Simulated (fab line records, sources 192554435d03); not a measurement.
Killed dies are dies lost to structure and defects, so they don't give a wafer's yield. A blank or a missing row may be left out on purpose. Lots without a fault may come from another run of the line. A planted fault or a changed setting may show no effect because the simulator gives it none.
A struck lot beside a sound one | flow n5_finfet | 40 steps out of a route of 1938
Sound: wafers L385.4, L385.5, L385.6. Struck: wafers L393.2, L393.6. (L393.1 of the same lot was not struck and is left out.) The cause comes at the end.
At each step with rows: each side's tool, then ch and its chambers, then its first start. Under that, the readings that differ: sound wafers | struck wafers | difference of the means | sigmas: that difference in standard deviations of wafers without a fault.
alike: readings whose means differ by less than 2 such deviations, and words and numbers that are the same on both sides. not compared: withheld readings, readings that some wafer has no value for, bounds like >300 that may hide the same value, and numbers for which the record gives no deviation and whose values overlap.
The two part at a step that has a row with sigmas, a row that says differs or no value, or rows on one side only. Numbers that don't overlap but have no deviation are shown without sigmas and don't part them. A reading that every wafer of one side lacks parts them only if that side has two wafers or more.

first, 11 steps without rows for these wafers: N5_STI_FIN_REVEAL_ALD_14 (deposits Si3N4, target thk 3 nm); N5_STI_FIN_REVEAL_FCVD_FILL_01 (material SiO2 flowable, target thk 312 nm, time 512.2 s); N5_STI_FIN_REVEAL_DENSIFY_02 (time 1800 s); N5_STI_FIN_REVEAL_CMP_04 (polishes, stops on Si3N4, t overpolish 4 s, target thk 131.83 nm); N5_STI_FIN_REVEAL_DENSIFY_30; N5_STI_FIN_REVEAL_ETCHBACK_08 (etches SiO2 in C4F6/O2, target depth 30.5 nm, time 10.167 s); N5_STI_FIN_REVEAL_STRIP_24 (strips in N2/H2, time 90 s); N5_STI_FIN_REVEAL_PRECLEAN_25 (cleans in SPM, time 90 s); N5_STI_FIN_REVEAL_PRECLEAN_26 (cleans in SC1, time 45 s); N5_STI_FIN_REVEAL_PRECLEAN_29 (cleans in DHF, time 30 s); N5_STI_FIN_REVEAL_SRD_12 (time 30 s).
N5_STI_FIN_REVEAL_RECESS_09: chemistry HF/NH3, target SiO2, afs cycles 11, target depth 42.5 nm, sublimation time 60 s.
  sound on vapor_etch-02 ch 0,1, day 6 04:53; struck on vapor_etch-01 ch 0, day 8 05:01
  alike: drypump_motor_current_A
then, 10 steps without rows for these wafers: N5_STI_FIN_REVEAL_STRIP_16 (strips SiNx in H3PO4, target depth 23.8 nm); N5_STI_FIN_REVEAL_PRECLEAN_17 (cleans in NF3:NH3, afs cycles 1, time 20 s, sublimation time 60 s); N5_STI_FIN_REVEAL_ETCH_34 (etches Si in H2, material Si, target depth 0.97 nm); N5_STI_FIN_REVEAL_OXIDATION_31 (chemistry O2 PLASMA REMOTE, time 20 s); N5_STI_FIN_REVEAL_PRECLEAN_32 (cleans in NF3:NH3, afs cycles 1, time 20 s, sublimation time 60 s); N5_STI_FIN_REVEAL_STRIP_35 (strips Si3N4 in H3PO4, target depth 4 nm, time 39 s); N5_STI_FIN_REVEAL_SRD_21 (time 30 s); N5_STI_FIN_REVEAL_OXIDATION_33 (chemistry O2 PLASMA REMOTE, time 20 s); N5_STI_FIN_REVEAL_CLEAN_19 (cleans in O3/DIW, time 120 s); N5_STI_FIN_REVEAL_SRD_23 (time 30 s).
N5_STI_FIN_REVEAL_FIN_H_MEAS_10:
  sound on ocd-02, day 6 07:08; struck on ocd-02, day 8 07:44
  reading              | sound          | struck    | difference | sigmas
  trench_depth_nm (nm) | 52.0 51.8 52.6 | 47.1 47.7 | -4.7       | -8
then, 15 steps without rows for these wafers: N5_STI_FIN_REVEAL_PRECLEAN_18 (cleans in SC2, time 45 s); N5_STI_FIN_REVEAL_SRD_28 (time 30 s); N5_DUMMY_GATE_PRECLEAN_00 (cleans in O3/DIW, time 60 s); N5_DUMMY_GATE_SRD_01 (time 30 s); N5_DUMMY_GATE_ALD_02 (deposits SiO2, target thk 2 nm, pulse time 1 s); N5_DUMMY_GATE_CVD_03 (deposits a-Si from SiH4, target thk 150 nm, time 8042 s); N5_DUMMY_GATE_PRECLEAN_46 (cleans in DIW, time 89.5 s); N5_DUMMY_GATE_SRD_47 (dry time 32 s); N5_DUMMY_GATE_CMP_04 (polishes a-Si); N5_DUMMY_GATE_HM_DEP_06 (deposits SiNx from DCS/NH3, target thk 80 nm, time 5141 s); N5_DUMMY_GATE_PECVD_30 (deposits SiO2 from TEOS/O2, target thk 55 nm, time 10.8 s); N5_DUMMY_GATE_COAT_34 (time 60 s, resist thk 60 nm); N5_DUMMY_GATE_COAT_35 (time 60 s, resist thk 10 nm); N5_DUMMY_GATE_COAT_28 (time 60 s, resist thk 10 nm); N5_DUMMY_GATE_COAT_09 (resist thk 30 nm).
-- the record jumps here: 8 days lie between the struck wafers' starts before and after (it left off in module DUMMY_GATE and takes up again in module BEOL_M4, whose first step shown is number 1111 of the route) --
N5_BEOL_M4_RC_MEAS_101:
  sound on prober-01 ch 0, day 17 07:47; struck on prober-02 ch 0, day 16 04:23
  reading            | sound             | struck      | difference | sigmas
  DIBL_N (mV/V)      | 35.9 36.1 35.2    | 47.4 46.6   | +11.3      | +10
  DIBL_P (mV/V)      | 36.0 36.5 35.5    | 40.1 39.3   | +3.7       | +3
  IOFF_N (nA/um)     | 0.159 0.168 0.148 | 0.781 0.753 | +0.609     | +32
  IOFF_N_85C (nA/um) | 3.1 3.2 2.9       | 11.9 11.7   | +8.7       | +26
  IOFF_N_LIN (nA/um) | 0.073 0.080 0.072 | 0.109 0.097 | +0.028     | +4
  IOFF_P (nA/um)     | 0.206 0.222 0.201 | 0.364 0.390 | +0.167     | +6
  IOFF_P_85C (nA/um) | 3.5 3.8 3.4       | 5.8 6.2     | +2.4       | +6
  ION_N (uA/um)      | 676 681 674       | 630 629     | -48        | -6
  ION_P (uA/um)      | 458 466 467       | 430 431     | -33        | -6
  SS_N (mV/dec)      | 71.5 71.4 70.6    | 83.5 85.4   | +13.3      | +24
  SS_P (mV/dec)      | 72.8 73.5 73.2    | 75.8 77.3   | +3.4       | +7
  alike: VT_N, VT_P
-- the record jumps here: 5 days lie between the struck wafers' starts before and after (it left off in module BEOL_M4 and takes up again in module PASSIVATION, whose first step shown is number 1936 of the route) --
N5_PASSIVATION_PROBE_49:
  sound on prober-01, day 22 01:23; struck on prober-02, day 21 04:11
  reading                | sound          | struck      | difference | sigmas
  sort_bin_4_leakage (%) | 0 0 0          | 91.02 90.93 | +90.97     |
  sort_bin_8_speed (%)   | 0 0 0          | 0.25 0.17   | +0.21      | +21
  sort_n_pass            | 1090 1093 1106 | 1 5         | -1093      | -73
  sort_yield_pct (%)     | 92.4 92.6 93.7 | 0.1 0.4     | -92.7      | -77
  alike: defect_limited_yield, killed_at_M0_to_M3, killed_at_M4_up, killed_at_contacts, killed_at_front_end, killed_at_other, killed_dies, killed_open, killed_short, sort_bin_5_function, sort_bin_6_memory

WHERE THEY PART
First at N5_STI_FIN_REVEAL_FIN_H_MEAS_10; last, within this record, at N5_PASSIVATION_PROBE_49.

WHY: what the simulator had put in
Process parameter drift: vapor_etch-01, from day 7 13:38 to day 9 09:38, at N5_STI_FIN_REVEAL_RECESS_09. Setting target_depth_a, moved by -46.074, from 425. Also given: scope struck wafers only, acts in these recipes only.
